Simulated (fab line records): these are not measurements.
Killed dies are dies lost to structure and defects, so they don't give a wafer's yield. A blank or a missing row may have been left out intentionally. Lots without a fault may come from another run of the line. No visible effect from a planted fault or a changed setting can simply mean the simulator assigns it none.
fab line records | flow n5Finfet
record lots=24 wafers=72 lastDay=19
route steps=1938 shown ZERO_LAYER@14 WELL_APT@44 PMOS_HMC_CHANNEL_EPI@65 FIN_SAQP@114
lots that met no fault: from a run of the same line without faults
startH: start of the lot's first displayed wafer, in hours after the record's first day | waitH: how many hours have passed since the lot's step before this one | " identical to the entry in the row above | L1.1+2: one row covering several wafers at once | - no value present, or no start provided | * or withheld: withheld | < > ~ a bound
route shown NAME@n: a module of which the file shows steps, and the number in the route of the first | usual: mean/standard deviation taken from wafers without a fault | same: alike in all rows | chamber/n: place in a boat | sites: each site's reading | _std_site: their standard deviation | _edge_site: mean of outer sites minus mean of inner sites | radiusMm: how far each site lies from the wafer's centre | mask NAME#n: copy n | behind: the last tool/chamber to shape the wafer | hold: what put the lot on hold/how long, in hours/how the hold closed | device: names the non-switching transistor (n, p or np) | end of line: the tests these same wafers got at the end of their route | a step with no rows: only its recipe | killed: not the wafer's yield, but the dies lost to structure and defects at the first sort | map: shows each die of a wafer: x if killed, . if not, _ if none is there
set.NAME: the setting the step ran with; set.NAME@STEP: the setting that earlier step ran with | model.NAME: the simulator's own value behind a step, which no gauge read
steps of the route over a sample of lots; a table a step, a row a wafer
services: the hour from which a tool's chamber was out of use, counted from the record's first day as startH (under 0 if before that day), plus the number of hours and why
## steps
# step N5_ZERO_LAYER_DESCUM_16
# recipe chemistry=O2 timeS=7.9 sourcePowerW=50 biasPowerW=20 pressureMtorr=20 rfFrequencyHz=2.712e+07 tempC=40 o2FlowSccm=225
# usual drypumpMotorCurrentA=5.5/0.64 oesProductAu=0.76/0.057 rfVppV=243.4/1.4 showerheadPlenumPTorr=2.11/0.065 throttleValvePct=20.51/0.24
# columns lot.wafer tool chamber startH waitH drypumpMotorCurrentA oesProductAu rfHoursCounterH rfVppV showerheadPlenumPTorr throttleValvePct
L074.1 rieDiel-01 0 12.92 0.1 5.0 0.83 104 245.8 2.20 20.65
L074.3 " 2 " " 5.6 0.82 98 241.9 2.12 20.63
L074.5 " 0 " " 5.0 0.82 - 243.0 2.20 20.65
L075.2 rieDiel-06 0 19.15 0.5 6.3 0.90 31 245.3 2.21 20.03
L075.4 " 3 " " 5.5 0.76 133 242.8 2.08 20.31
L075.5 " 1 " " 5.4 0.76 - 243.3 2.09 20.44
L076.3 rieDiel-05 0 25.07 0.3 6.7 0.73 153 243.6 1.99 20.65
L076.4 " 1 " " 6.7 0.79 106 241.2 2.00 20.39
L076.6 " 0 " " 6.7 0.74 - 241.6 1.99 20.65
L077.2 rieDiel-06 3 30.80 0.0 5.5 0.77 136 243.6 2.08 20.31
L077.4 " 1 " " 5.4 0.75 149 243.6 2.09 20.47
L077.5 " 3 " " 5.5 0.78 - 242.5 2.08 20.32
L078.1 rieDiel-01 0 37.09 0.4 5.0 0.81 113 245.5 2.20 20.66
L078.3 " 3 " " 4.7 0.74 181 243.0 2.10 20.81
L078.5 " 3 " " 4.7 0.74 - 243.1 2.10 20.82
L079.1 rieDiel-05 1 42.81 0.0 6.7 0.76 111 242.9 2.00 20.39
L079.2 " 0 " " 6.7 0.72 157 240.9 1.99 20.66
L079.6 " 0 " " 6.7 0.73 - 241.2 1.99 20.67
L080.2 rieDiel-05 0 48.81 0.0 6.7 0.73 159 241.6 1.99 20.67
L080.3 " 2 " " 5.3 0.74 166 243.8 2.16 20.37
L080.4 " 3 " " 4.9 0.66 235 241.6 1.98 20.76
L081.2 rieDiel-06 0 54.70 0.0 6.4 0.88 39 244.9 2.21 20.05
L081.3 " 1 " " 5.3 0.76 156 243.0 2.09 20.46
L081.5 " 2 " " 6.5 0.69 - 243.0 2.06 20.35
L082.2 rieDiel-01 0 60.95 0.2 5.0 0.81 120 244.7 2.20 20.66
L082.3 " 2 " " 5.6 0.80 112 243.7 2.11 20.66
L082.4 " 3 " " 4.7 0.73 188 241.9 2.10 20.83
L083.1 rieDiel-06 2 66.68 0.0 6.5 0.68 234 243.1 2.06 20.36
L083.2 " 3 " " 5.4 0.77 145 243.1 2.08 20.32
L083.4 " 0 " " 6.3 0.88 42 245.1 2.21 20.03
L084.1 rieDiel-01 0 72.80 0.0 5.0 0.81 124 243.9 2.19 20.66
L084.2 " 3 " " 4.7 0.73 192 241.9 2.10 20.82
L084.4 " 2 " " 5.6 0.81 116 242.1 2.11 20.66
L085.2 rieDiel-01 0 78.80 0.0 5.0 0.81 126 244.6 2.19 20.68
L085.4 " 2 " " 5.6 0.80 118 243.7 2.11 20.67
L085.6 " 1 " " 5.2 0.70 - 244.5 2.15 20.24
L086.3 rieDiel-01 0 85.64 0.9 5.0 0.81 129 244.8 2.19 20.68
L086.4 " 2 " " 5.6 0.79 121 244.2 2.11 20.68
L086.5 " 0 " " 5.0 0.80 - 242.6 2.19 20.68
L087.1 rieDiel-05 1 92.00 1.2 6.7 0.76 129 242.4 2.00 20.40
L087.2 " 0 " " 6.7 0.72 173 242.6 1.99 20.70
L087.3 " 3 " " 4.9 0.65 249 240.3 1.97 20.80
L088.2 rieDiel-06 3 96.80 0.0 5.4 0.76 151 243.1 2.07 20.35
L088.3 " 2 " " 6.5 0.68 241 243.5 2.05 20.36
L088.5 " 2 " " 6.5 0.69 - 242.8 2.05 20.38
L089.3 rieDiel-06 0 102.90 0.1 6.4 0.87 49 246.8 2.21 20.07
L089.5 " 0 " " 6.4 0.86 - 246.2 2.21 20.06
L089.6 " 3 " " 5.4 0.76 - 243.5 2.07 20.35
L090.1 rieDiel-01 1 108.68 0.0 5.2 0.71 204 244.6 2.15 20.26
L090.3 " 0 " " 5.0 0.80 135 245.1 2.19 20.68
L090.6 " 1 " " 5.2 0.71 - 244.4 2.15 20.27
L091.1 rieDiel-01 2 114.95 0.2 5.6 0.78 130 244.0 2.11 20.68
L091.2 " 3 " " 4.7 0.72 206 241.5 2.09 20.84
L091.3 " 0 " " 5.0 0.81 138 244.3 2.19 20.69
L092.2 rieDiel-01 2 120.68 0.0 5.6 0.79 131 241.8 2.11 20.69
L092.4 " 3 " " 4.7 0.72 207 242.7 2.09 20.85
L092.6 " 0 " " 5.0 0.79 - 244.6 2.19 20.69
L093.2 rieDiel-01 0 126.69 0.0 5.0 0.80 140 243.7 2.19 20.70
L093.3 " 3 " " 4.8 0.71 208 241.4 2.09 20.85
L093.6 " 3 " " 4.8 0.72 - 243.4 2.09 20.85
L094.3 rieDiel-01 0 133.23 0.6 5.0 0.78 142 243.4 2.19 20.69
L094.4 " 2 " " 5.5 0.78 134 243.3 2.10 20.67
L094.5 " 2 " " 5.6 0.77 - 244.8 2.10 20.68
L095.2 rieDiel-01 0 138.99 0.2 5.0 0.79 145 244.5 2.19 20.69
L095.5 " 0 " " 5.0 0.79 - 242.7 2.19 20.70
L095.6 " 3 " " 4.7 0.71 - 244.1 2.09 20.88
L096.1 rieDiel-06 0 144.68 0.0 6.4 0.85 64 245.0 2.20 20.09
L096.4 " 3 " " 5.5 0.75 - 243.1 2.07 20.36
L096.5 " 1 " " 5.4 0.73 - 244.0 2.08 20.48
L097.1 rieDiel-06 0 150.97 0.1 6.3 0.84 67 245.0 2.20 20.10
L097.3 " 2 " " 6.5 0.96 0 241.7 2.05 20.00
L097.6 " 2 " " 6.5 0.96 - 243.5 2.05 19.99
# step N5_WELL_APT_OVL_MEAS_26
# recipe pointsPerWafer=44
# usual PWELL_OVL=1/5.2
# columns lot.wafer tool chamber startH waitH PWELL_OVL[nm]
L074.1 overlay-02 0 15.07 0.0 -1
L074.3 " 0 " " -6
L074.5 " 0 " " -2
L075.2 overlay-01 0 21.35 0.0 -6
L075.4 " 0 " " -9
L075.5 " 0 " " -6
L076.3 overlay-01 0 27.11 0.0 -1
L076.4 " 0 " " -5
L076.6 " 0 " " 7
L077.2 overlay-02 0 33.08 0.0 3
L077.4 " 0 " " -2
L077.5 " 0 " " 4
L078.1 overlay-02 0 39.12 0.0 7
L078.3 " 0 " " 7
L078.5 " 0 " " 1
L079.1 overlay-01 0 45.30 0.0 0
L079.2 " 0 " " 1
L079.6 " 0 " " 2
L080.2 overlay-01 0 50.96 0.0 1
L080.3 " 0 " " -5
L080.4 " 0 " " -1
L081.2 overlay-01 0 56.98 0.0 12
L081.3 " 0 " " 11
L081.5 " 0 " " 8
L082.2 overlay-02 0 63.04 0.0 -2
L082.3 " 0 " " 6
L082.4 " 0 " " 2
L083.1 overlay-02 0 69.25 0.0 4
L083.2 " 0 " " 4
L083.4 " 0 " " 6
L084.1 overlay-01 0 75.12 0.0 4
L084.2 " 0 " " -3
L084.4 " 0 " " 1
L085.2 overlay-02 0 80.85 0.0 5
L085.4 " 0 " " 0
L085.6 " 0 " " -3
L086.3 overlay-02 0 87.95 0.0 -3
L086.4 " 0 " " 0
L086.5 " 0 " " 3
L087.1 overlay-01 0 95.41 0.0 -2
L087.2 " 0 " " 3
L087.3 " 0 " " -6
L088.2 overlay-01 0 99.18 0.0 3
L088.3 " 0 " " 2
L088.5 " 0 " " 5
L089.3 overlay-01 0 105.11 0.0 2
L089.5 " 0 " " -1
L089.6 " 0 " " -2
L090.1 overlay-01 0 111.01 0.0 15
L090.3 " 0 " " 9
L090.6 " 0 " " 7
L091.1 overlay-02 0 117.10 0.0 2
L091.2 " 0 " " 1
L091.3 " 0 " " 7
L092.2 overlay-02 0 122.86 0.0 8
L092.4 " 0 " " 11
L092.6 " 0 " " 2
L093.2 overlay-02 0 128.87 0.0 -11
L093.3 " 0 " " -6
L093.6 " 0 " " -9
L094.3 overlay-01 0 135.39 0.0 6
L094.4 " 0 " " 6
L094.5 " 0 " " 7
L095.2 overlay-02 0 141.14 0.0 8
L095.5 " 0 " " -1
L095.6 " 0 " " 0
L096.1 overlay-01 0 146.83 0.0 8
L096.4 " 0 " " 1
L096.5 " 0 " " 3
L097.1 overlay-01 0 153.57 0.0 0
L097.3 " 0 " " -12
L097.6 " 0 " " -9
# step N5_PMOS_HMC_CHANNEL_EPI_CD_MEAS_09
# recipe targetCdNm=237.4 landingEnergyEv=500 detector=seInlens
# usual cdNm=237.5/0.91
# columns lot.wafer tool chamber startH waitH cdNm
L074.1 cdSem-03 0 17.57 - 236.7
L074.3 " 0 " " 237.8
L074.5 " 0 " " 236.0
L075.2 cdSem-02 0 23.50 - 237.1
L075.4 " 0 " " 238.8
L075.5 " 0 " " 237.7
L076.3 cdSem-01 0 29.57 - 236.5
L076.4 " 0 " " 235.7
L076.6 " 0 " " 237.4
L077.2 cdSem-02 0 35.27 - 236.7
L077.4 " 0 " " 238.2
L077.5 " 0 " " 236.7
L078.1 cdSem-02 0 41.49 - 236.3
L078.3 " 0 " " 236.7
L078.5 " 0 " " 236.5
L079.1 cdSem-01 0 47.49 - 238.0
L079.2 " 0 " " 237.3
L079.6 " 0 " " 237.9
L080.2 cdSem-01 0 53.50 - 238.8
L080.3 " 0 " " 237.6
L080.4 " 0 " " 239.1
L081.2 cdSem-01 0 59.32 - 236.9
L081.3 " 0 " " 236.9
L081.5 " 0 " " 238.0
L082.2 cdSem-02 0 65.24 - 235.5
L082.3 " 0 " " 237.6
L082.4 " 0 " " 238.4
L083.1 cdSem-03 0 71.38 - 237.3
L083.2 " 0 " " 237.2
L083.4 " 0 " " 237.4
L084.1 cdSem-01 0 77.48 - 238.4
L084.2 " 0 " " 235.9
L084.4 " 0 " " 237.5
L085.2 cdSem-03 0 83.23 - 236.2
L085.4 " 0 " " 236.6
L085.6 " 0 " " 235.5
L086.3 cdSem-03 0 90.09 - 237.4
L086.4 " 0 " " 238.0
L086.5 " 0 " " 237.9
L087.1 cdSem-01 0 97.52 - 238.3
L087.2 " 0 " " 237.6
L087.3 " 0 " " 237.8
L088.2 cdSem-03 0 101.53 - 238.0
L088.3 " 0 " " 237.6
L088.5 " 0 " " 237.7
L089.3 cdSem-01 0 107.44 - 236.5
L089.5 " 0 " " 238.6
L089.6 " 0 " " 238.3
L090.1 cdSem-03 0 113.15 - 235.0
L090.3 " 0 " " 238.2
L090.6 " 0 " " 237.1
L091.1 cdSem-02 0 119.24 - 237.5
L091.2 " 0 " " 237.8
L091.3 " 0 " " 238.4
L092.2 cdSem-02 0 125.21 - 236.8
L092.4 " 0 " " 236.9
L092.6 " 0 " " 237.9
L093.2 cdSem-03 0 131.51 - 237.0
L093.3 " 0 " " 240.4
L093.6 " 0 " " 237.5
L094.3 cdSem-03 0 138.27 - 238.2
L094.4 " 0 " " 238.1
L094.5 " 0 " " 239.9
L095.2 cdSem-02 0 143.17 - 238.4
L095.5 " 0 " " 237.1
L095.6 " 0 " " 235.8
L096.1 cdSem-03 0 148.93 - 238.8
L096.4 " 0 " " 238.4
L096.5 " 0 " " 239.1
L097.1 cdSem-03 0 156.29 - 238.5
L097.3 " 0 " " 238.4
L097.6 " 0 " " 237.6
# step N5_PMOS_HMC_CHANNEL_EPI_INSPECT_30
# recipe inspectInstrument=darkfield mode=postEpi
# usual rawDefectCount=17/6.1
# columns lot.wafer tool chamber startH waitH rawDefectCount
L074.1 defectInspect-01 - 20.43 0.0 19
L074.3 " - " " 23
L074.5 " - " " 16
L075.2 defectInspect-01 - 26.66 0.0 25
L075.4 " - " " 16
L075.5 " - " " 29
L076.3 defectInspect-01 - 32.41 0.0 8
L076.4 " - " " 14
L076.6 " - " " 23
L077.2 defectInspect-02 - 38.56 0.0 16
L077.4 " - " " 10
L077.5 " - " " 19
L078.1 defectInspect-01 - 44.34 0.0 11
L078.3 " - " " 14
L078.5 " - " " 18
L079.1 defectInspect-02 - 50.34 0.0 24
L079.2 " - " " 26
L079.6 " - " " 11
L080.2 defectInspect-02 - 56.32 0.0 18
L080.3 " - " " 12
L080.4 " - " " 10
L081.2 defectInspect-02 - 62.93 0.0 31
L081.3 " - " " 24
L081.5 " - " " 30
L082.2 defectInspect-02 - 68.06 0.0 18
L082.3 " - " " 19
L082.4 " - " " 23
L083.1 defectInspect-02 - 74.22 0.0 12
L083.2 " - " " 16
L083.4 " - " " 19
L084.1 defectInspect-02 - 80.32 0.0 7
L084.2 " - " " 24
L084.4 " - " " 28
L085.2 defectInspect-01 - 86.71 0.0 18
L085.4 " - " " 15
L085.6 " - " " 9
L086.3 defectInspect-01 - 94.04 0.0 11
L086.4 " - " " 19
L086.5 " - " " 19
L087.1 defectInspect-01 - 100.45 0.0 32
L087.2 " - " " 21
L087.3 " - " " 24
L088.2 defectInspect-01 - 104.35 0.0 14
L088.3 " - " " 19
L088.5 " - " " 14
L089.3 defectInspect-01 - 110.28 0.0 15
L089.5 " - " " 12
L089.6 " - " " 10
L090.1 defectInspect-02 - 116.07 0.0 24
L090.3 " - " " 12
L090.6 " - " " 12
L091.1 defectInspect-01 - 122.06 0.0 14
L091.2 " - " " 25
L091.3 " - " " 21
L092.2 defectInspect-01 - 128.04 0.0 12
L092.4 " - " " 15
L092.6 " - " " 17
L093.2 defectInspect-02 - 135.03 0.0 12
L093.3 " - " " 9
L093.6 " - " " 12
L094.3 defectInspect-02 - 141.73 0.0 10
L094.4 " - " " 21
L094.5 " - " " 17
L095.2 defectInspect-02 - 146.19 0.0 26
L095.5 " - " " 18
L095.6 " - " " 10
L096.1 defectInspect-01 - 151.91 0.0 7
L096.4 " - " " 13
L096.5 " - " " 19
L097.1 defectInspect-01 - 159.64 0.0 13
L097.3 " - " " 19
L097.6 " - " " 15
# step N5_FIN_SAQP_DESCUM_21
# recipe chemistry=O2 timeS=7.9 sourcePowerW=50 biasPowerW=20 pressureMtorr=20 rfFrequencyHz=2.712e+07 tempC=40 resist=CAR-ArF o2FlowSccm=225
# usual drypumpMotorCurrentA=5.9/0.44 oesProductAu=0.81/0.099 rfVppV=243.0/1.6 showerheadPlenumPTorr=2.09/0.08 throttleValvePct=20.42/0.2
# columns lot.wafer tool chamber startH waitH drypumpMotorCurrentA oesProductAu rfHoursCounterH rfVppV showerheadPlenumPTorr throttleValvePct
L074.1 rieDiel-04 0 22.73 0.0 6.3 0.70 227 242.7 2.08 20.57
L074.3 " 3 " " 5.3 0.66 246 242.6 2.06 20.44
L074.5 " 0 " " 6.3 0.70 - 242.7 2.08 20.58
L075.2 rieDiel-02 2 30.36 0.0 6.0 0.86 69 243.9 2.22 20.22
L075.4 " 1 " " 6.2 0.71 214 242.5 1.99 20.51
L075.5 " 2 " " 6.0 0.85 - 244.9 2.22 20.21
L076.3 rieDiel-03 2 34.26 0.0 5.1 0.76 137 243.4 2.09 20.27
L076.4 " 2 " " 5.1 0.75 - 242.9 2.09 20.27
L076.6 " 3 " " 5.4 0.65 - 241.0 1.97 20.42
L077.2 rieDiel-03 1 40.14 0.0 5.9 1.00 1 243.6 2.14 20.49
L077.4 " 2 " " 5.1 0.76 - 242.6 2.09 20.30
L077.5 " 0 " " 5.7 0.73 - 242.1 1.99 20.53
L078.1 rieDiel-04 2 45.63 0.0 6.3 0.73 165 242.3 2.00 20.83
L078.3 " 1 " " 6.3 0.98 7 244.1 2.13 20.26
L078.5 " 2 " " 6.3 0.74 - 242.4 2.00 20.83
L079.1 rieDiel-04 1 52.07 0.2 6.3 0.97 10 244.3 2.13 20.27
L079.2 " 2 " " 6.3 0.74 169 240.9 2.00 20.83
L079.6 " 2 " " 6.3 0.74 - 240.8 2.00 20.80
L080.2 rieDiel-03 2 57.74 0.0 5.1 0.75 149 242.2 2.09 20.30
L080.3 " 0 " " 5.7 0.73 - 242.4 1.99 20.56
L080.4 " 2 " " 5.1 0.76 - 243.4 2.09 20.30
L081.2 rieDiel-03 1 64.92 0.4 5.9 0.94 9 243.9 2.14 20.52
L081.3 " 0 " " 5.7 0.72 197 240.1 1.99 20.55
L081.5 " 2 " " 5.1 0.74 - 243.7 2.09 20.32
L082.2 rieDiel-03 1 69.51 0.0 5.9 0.94 11 244.0 2.14 20.53
L082.3 " 2 " " 5.1 0.74 155 243.4 2.09 20.30
L082.4 " 1 " " 5.9 0.95 - 243.8 2.14 20.53
L083.1 rieDiel-03 0 75.65 0.0 5.7 0.73 201 241.5 1.99 20.56
L083.2 " 1 " " 5.8 0.94 13 244.3 2.14 20.53
L083.4 " 2 " " 5.1 0.75 158 243.7 2.09 20.30
L084.1 rieDiel-03 3 82.24 0.0 5.4 0.94 3 244.2 2.23 20.07
L084.2 " 0 " " 5.7 0.73 203 240.5 1.99 20.56
L084.4 " 1 " " 5.9 0.93 15 243.1 2.14 20.53
L085.2 rieDiel-03 1 88.75 0.0 5.9 0.93 18 244.7 2.13 20.53
L085.4 " 3 " " 5.4 0.93 6 246.2 2.23 20.08
L085.6 " 2 " " 5.1 0.74 - 243.0 2.08 20.32
L086.3 rieDiel-04 2 97.30 0.4 6.3 0.72 187 242.5 1.99 20.86
L086.4 " 1 " " 6.3 0.91 - 245.8 2.13 20.29
L086.5 " 3 " " 5.3 0.91 - 241.3 2.05 20.08
L087.1 rieDiel-02 3 101.74 0.0 6.4 0.95 13 244.1 2.13 20.33
L087.2 " 1 " " 6.2 0.69 240 242.4 1.98 20.56
L087.3 " 2 " " 6.0 0.82 95 244.7 2.21 20.24
L088.2 rieDiel-03 3 105.84 0.0 5.4 0.90 13 245.1 2.23 20.09
L088.3 " 1 " " 5.9 0.90 24 242.8 2.13 20.53
L088.5 " 0 " " 5.7 0.71 - 240.3 1.99 20.58
L089.3 rieDiel-03 3 112.01 0.3 5.4 0.88 17 243.2 2.23 20.08
L089.5 " 3 " " 5.4 0.88 - 245.1 2.23 20.10
L089.6 " 1 " " 5.9 0.90 - 243.3 2.13 20.55
L090.1 rieDiel-04 3 118.05 0.0 5.3 0.90 23 240.4 2.05 20.10
L090.3 " 2 " " 6.3 0.72 195 240.2 1.99 20.87
L090.6 " 1 " " 6.3 0.91 - 244.5 2.12 20.32
L091.1 rieDiel-02 3 123.76 0.3 6.3 0.92 20 243.2 2.13 20.36
L091.2 " 1 " " 6.2 0.68 246 241.2 1.98 20.56
L091.3 " 2 " " 6.0 0.83 102 244.7 2.21 20.27
L092.2 rieDiel-02 2 129.73 0.0 6.0 0.82 105 246.3 2.20 20.27
L092.4 " 0 " " 6.4 0.75 156 243.0 2.01 20.54
L092.6 " 3 " " 6.3 0.93 - 242.1 2.13 20.35
L093.2 rieDiel-02 3 137.04 0.3 6.4 0.93 26 242.8 2.13 20.33
L093.3 " 0 " " 6.4 0.75 159 241.3 2.00 20.53
L093.6 " 2 " " 6.0 0.81 - 243.1 2.20 20.28
L094.3 rieDiel-04 3 143.21 0.0 5.3 0.89 32 243.0 2.05 20.10
L094.4 " 2 " " 6.3 0.71 204 241.3 1.99 20.88
L094.5 " 0 " " 6.3 0.96 - 243.0 2.07 20.21
L095.2 rieDiel-03 0 148.70 0.9 5.7 0.71 222 240.9 1.98 20.60
L095.5 " 3 " " 5.4 0.88 - 245.8 2.22 20.11
L095.6 " 2 " " 5.1 0.72 - 243.5 2.08 20.35
L096.1 rieDiel-02 0 153.98 0.7 6.4 0.74 167 240.4 2.00 20.56
L096.4 " 3 " " 6.4 0.90 33 243.7 2.12 20.35
L096.5 " 2 " " 6.0 0.82 - 244.9 2.20 20.28
L097.1 rieDiel-02 0 164.21 0.0 6.4 0.75 171 242.0 2.00 20.56
L097.3 " 3 " " 6.3 0.90 38 243.8 2.12 20.38
L097.6 " 2 " " 6.0 0.81 - 244.9 2.20 20.31
# step N5_FIN_SAQP_RECESS_63
# recipe chemistry=HF/NH3 target=SiO2 targetDepthA=180 afsCycles=3 tempC=30 sublimationTempC=180 sublimationTimeS=60
# usual drypumpMotorCurrentA=6.0/0.53 forelinePTorr=0.1280/0.0004
# columns lot.wafer tool chamber startH waitH drypumpMotorCurrentA forelinePTorr
L074.1 vaporEtch-02 1 25.19 0.1 6.6 0.1269
L074.3 " 0 " " 5.1 0.1281
L074.5 " 1 " " 6.6 0.1274
L075.2 vaporEtch-01 1 33.30 0.1 6.1 0.1283
L075.4 " 0 " " 6.1 0.1282
L075.5 " 1 " " 6.1 0.1282
L076.3 vaporEtch-02 0 36.96 0.2 5.1 0.1276
L076.4 " 1 " " 6.6 0.1281
L076.6 " 0 " " 5.1 0.1278
L077.2 vaporEtch-01 1 42.49 0.1 6.1 0.1281
L077.4 " 0 " " 6.1 0.1277
L077.5 " 1 " " 6.1 0.1281
L078.1 vaporEtch-02 0 47.92 0.1 5.1 0.1285
L078.3 " 0 " " 5.1 0.1283
L078.5 " 1 " " 6.6 0.1280
L079.1 vaporEtch-01 1 54.51 0.1 6.1 0.1280
L079.2 " 0 " " 6.1 0.1279
L079.6 " 1 " " 6.1 0.1283
L080.2 vaporEtch-01 0 60.29 0.1 6.1 0.1278
L080.3 " 1 " " 6.1 0.1276
L080.4 " 0 " " 6.1 0.1283
L081.2 vaporEtch-01 0 67.21 0.1 6.1 0.1283
L081.3 " 1 " " 6.1 0.1275
L081.5 " 0 " " 6.1 0.1282
L082.2 vaporEtch-02 1 71.85 0.1 6.6 0.1280
L082.3 " 0 " " 5.1 0.1272
L082.4 " 1 " " 6.6 0.1278
L083.1 vaporEtch-01 1 78.61 0.1 6.0 0.1282
L083.2 " 0 " " 6.1 0.1278
L083.4 " 1 " " 6.1 0.1282
L084.1 vaporEtch-02 1 84.75 0.1 6.6 0.1279
L084.2 " 0 " " 5.1 0.1274
L084.4 " 1 " " 6.6 0.1280
L085.2 vaporEtch-01 0 91.73 0.1 6.1 0.1280
L085.4 " 0 " " 6.1 0.1282
L085.6 " 1 " " 6.0 0.1285
L086.3 vaporEtch-01 0 100.69 0.2 6.1 0.1276
L086.4 " 1 " " 6.1 0.1281
L086.5 " 0 " " 6.1 0.1280
L087.1 vaporEtch-01 1 104.43 0.3 6.1 0.1277
L087.2 " 0 " " 6.1 0.1275
L087.3 " 0 " " 6.1 0.1273
L088.2 vaporEtch-01 0 108.92 0.1 6.1 0.1283
L088.3 " 1 " " 6.1 0.1281
L088.5 " 0 " " 6.1 0.1280
L089.3 vaporEtch-02 0 114.40 0.2 5.1 0.1291
L089.5 " 0 " " 5.1 0.1277
L089.6 " 1 " " 6.6 0.1275
L090.1 vaporEtch-02 0 120.54 0.1 5.1 0.1270
L090.3 " 1 " " 6.6 0.1282
L090.6 " 1 " " 6.6 0.1285
L091.1 vaporEtch-01 0 126.16 0.1 6.1 0.1279
L091.2 " 1 " " 6.1 0.1281
L091.3 " 1 " " 6.1 0.1280
L092.2 vaporEtch-02 1 132.36 0.1 6.6 0.1283
L092.4 " 0 " " 5.1 0.1284
L092.6 " 0 " " 5.1 0.1287
L093.2 vaporEtch-01 0 139.31 0.1 6.1 0.1276
L093.3 " 1 " " 6.1 0.1283
L093.6 " 0 " " 6.1 0.1279
L094.3 vaporEtch-02 1 145.85 0.2 6.6 0.1279
L094.4 " 0 " " 5.1 0.1276
L094.5 " 1 " " 6.6 0.1279
L095.2 vaporEtch-02 1 151.62 0.1 6.6 0.1282
L095.5 " 0 " " 5.1 0.1277
L095.6 " 1 " " 6.6 0.1277
L096.1 vaporEtch-01 0 156.28 0.1 6.1 0.1279
L096.4 " 0 " " 6.1 0.1281
L096.5 " 1 " " 6.1 0.1280
L097.1 vaporEtch-02 0 167.45 0.1 5.1 0.1283
L097.3 " 0 " " 5.1 0.1281
L097.6 " 0 " " 5.1 0.1294
## services
# columns tool chamber startH hours kind
rieDiel-01 - 6.79 4.3 pm
rieDiel-04 - 12.86 0.4 repair
rieDiel-03 1 21.50 - clean
rieDiel-03 1 21.50 - consumableReplace:focusRing
rieDiel-03 1 21.50 17.3 scheduledDown
rieDiel-03 1 21.50 17.3 ventCycle
rieDiel-04 - 24.08 0.3 repair
rieDiel-03 3 38.80 - clean
rieDiel-03 3 38.80 - consumableReplace:focusRing
rieDiel-03 3 38.80 - consumableReplace:showerhead
rieDiel-03 3 38.80 32.4 scheduledDown
rieDiel-03 3 38.80 32.4 ventCycle
vaporEtch-01 - 45.21 0.3 repair
rieDiel-03 1 50.89 8.8 repair
rieDiel-05 - 61.74 0.4 repair
rieDiel-06 - 78.44 14.6 pm
vaporEtch-02 1 95.42 14.7 repair
rieDiel-04 1 98.25 7.9 repair
rieDiel-04 - 101.94 0.2 repair
rieDiel-03 2 103.38 6.4 repair
rieDiel-03 0 107.48 11.9 repair
rieDiel-04 0 111.02 1.2 repair
rieDiel-02 1 162.01 21.4 repair
rieDiel-05 2 167.42 14.2 repair
## key
fault none
